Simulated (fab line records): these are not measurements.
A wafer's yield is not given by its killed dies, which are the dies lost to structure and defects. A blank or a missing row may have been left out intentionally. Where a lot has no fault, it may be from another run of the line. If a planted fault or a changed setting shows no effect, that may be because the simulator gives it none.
Matching of chambers :: flow nandHarc :: pecvd-03 running NHARC_THIN_TSV_DEP_47: 3 sister chambers
The step deposits SiO2, target thk 200 nm. 3 wafers are shown with their chamber, then 8 later ones without.

== WAFERS, EACH WITH ITS CHAMBER ==
wafer: L474.6
chamber: 1
throttleValvePct (%): 16.1

wafer: L475.1
chamber: 0
throttleValvePct (%): 15.5

wafer: L487.1
chamber: 2
throttleValvePct (%): 16.1

== WAFERS WITHOUT THEIR CHAMBER ==
wafer: L487.3
throttleValvePct (%): 15.9

wafer: L487.6
throttleValvePct (%): 16.0

wafer: L485.1
throttleValvePct (%): 16.0

wafer: L485.3
throttleValvePct (%): 15.6

wafer: L485.4
throttleValvePct (%): 16.1

wafer: L490.1
throttleValvePct (%): 16.2

wafer: L490.3
throttleValvePct (%): 16.3

wafer: L490.4
throttleValvePct (%): 16.4

== THE CHAMBER EACH PASSED THROUGH ==
wafer: L487.3
from the rows above: can't be placed: 1 or 2 or 0
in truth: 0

wafer: L487.6
from the rows above: can't be placed: 1 or 2
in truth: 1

wafer: L485.1
from the rows above: can't be placed: 1 or 2
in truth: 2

wafer: L485.3
from the rows above: 0
in truth: 0

wafer: L485.4
from the rows above: can't be placed: 1 or 2
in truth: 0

wafer: L490.1
from the rows above: can't be placed: 1 or 2
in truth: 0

wafer: L490.3
from the rows above: can't be placed: 1 or 2
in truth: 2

wafer: L490.4
from the rows above: can't be placed: 1 or 2
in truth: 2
1 of 8 placed correctly. These rows do not allow placing 7 (true chamber among the candidates in 5). 0 placed wrongly.
How it was worked out, from the rows above alone: a wafer's distance from a chamber is the root of the sum, over the readings, of the square of ((its reading less the chamber's mean) divided by the reading's scatter). The wafer belongs to the nearest chamber; if the next one is less than 2 further off, it can't be placed. The mean given for a chamber averages the wafers shown for that chamber. The scatter: root of mean squared gap, hidden wafer to nearest shown wafer, with one shown wafer a chamber.
